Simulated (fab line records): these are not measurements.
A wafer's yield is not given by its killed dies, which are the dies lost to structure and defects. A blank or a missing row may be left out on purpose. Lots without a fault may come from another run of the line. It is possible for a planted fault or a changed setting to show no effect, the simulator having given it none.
Problem report, 8D (eight disciplines) form, completed by code || flow n5-finfet || the parts of the form that need people (team, actions taken, sign-off) are left out

1. WHAT WENT WRONG
Across 9 wafers from 3 lots, V13_OVL at N5_BEOL_M14_OVL_MEAS_11 averages 46 nm, while fault-free wafers read -2 nm with a standard deviation of 5.2. Relative to the usual mean, that is a shift of +9.3 standard deviations.
Seen first at day 15 18:29 on overlay-02, wafer L893.2. The record has a number at this step for 30 wafers belonging to 10 lots. By rule, "out" or "out of limits" means more than 4 standard deviations away from the usual mean. The other wafers with a number count as sound.

2. WHAT IT IS, WHAT IT ISN'T
{"question": "which readings at this step", "is": "V13_OVL", "is not": "-"}
{"question": "which lots", "is": "L893, L894, L895", "is not": "L879, L880, L883, L884, L886, L898, L901"}
{"question": "which wafers of those lots", "is": "all that have a number", "is not": "-"}
{"question": "read on which gauges", "is": "overlay-02", "is not": "overlay-01"}
{"question": "when", "is": "from day 15 18:29", "is not": "up to then (15 sound wafers); but 6 sound wafers of L898, L901 came after"}

3. SUSPECTS, AND WHAT RULES EACH OUT
Counting: a tool at any process step up to the reading remains a suspect when it ran all the lots that are out and ran no sound lot after the first of those.
- the gauge at N5_BEOL_M14_OVL_MEAS_11: kept. All the wafers that are out were read on overlay-02, and no step on other tools shows them out.
- krf-scanner-02 at N5_BEOL_M14_EXPOSE_07 (exposes mask V13): kept. It processed each lot that is out, first L893 at day 15 18:17, and no sound lot thereafter; up to then, the last sound lot it processed was L886 at day 13 17:32.
Left after counting: krf-scanner-02 at N5_BEOL_M14_EXPOSE_07, overlay-02 at N5_BEOL_M14_OVL_MEAS_11.

4. THE CAUSE (what the simulator had put in)
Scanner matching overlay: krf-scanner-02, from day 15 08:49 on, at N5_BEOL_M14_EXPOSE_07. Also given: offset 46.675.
Counting leaves 2 suspects; this tool is one of them.

5. THE CHAIN OF EFFECTS, in route order
Each row: a reading whose mean over the struck wafers that have a number lies more than 3 standard deviations from the usual. Scope: only readings with a usual standard deviation given in the record; hours: median across lots of the time from each lot's start at the first step in this table that gives one to its start at this step; sigmas: change in usual standard deviations.
{"hours": 0, "step": "N5_BEOL_M14_OVL_MEAS_11", "reading": "V13_OVL", "usual": "-2 nm", "on struck wafers": 46, "change": "+48", "sigmas": "+9.3"}

6. WHAT WOULD HAVE CAUGHT IT SOONER
In this record the first reading out of limits at a measuring or inspecting step was taken at day 15 18:29, 10 hours after the fault began at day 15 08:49.
Tool readings at N5_BEOL_M14_EXPOSE_07 with a usual standard deviation given in the record: none out on any struck wafer, hence no alarm at a limit of 4 standard deviations on them.
Of the lots that are out (3), L895, L894 began N5_BEOL_M14_EXPOSE_07 on krf-scanner-02 after day 15 18:29. A hold on the tool at that time would have spared those 2.
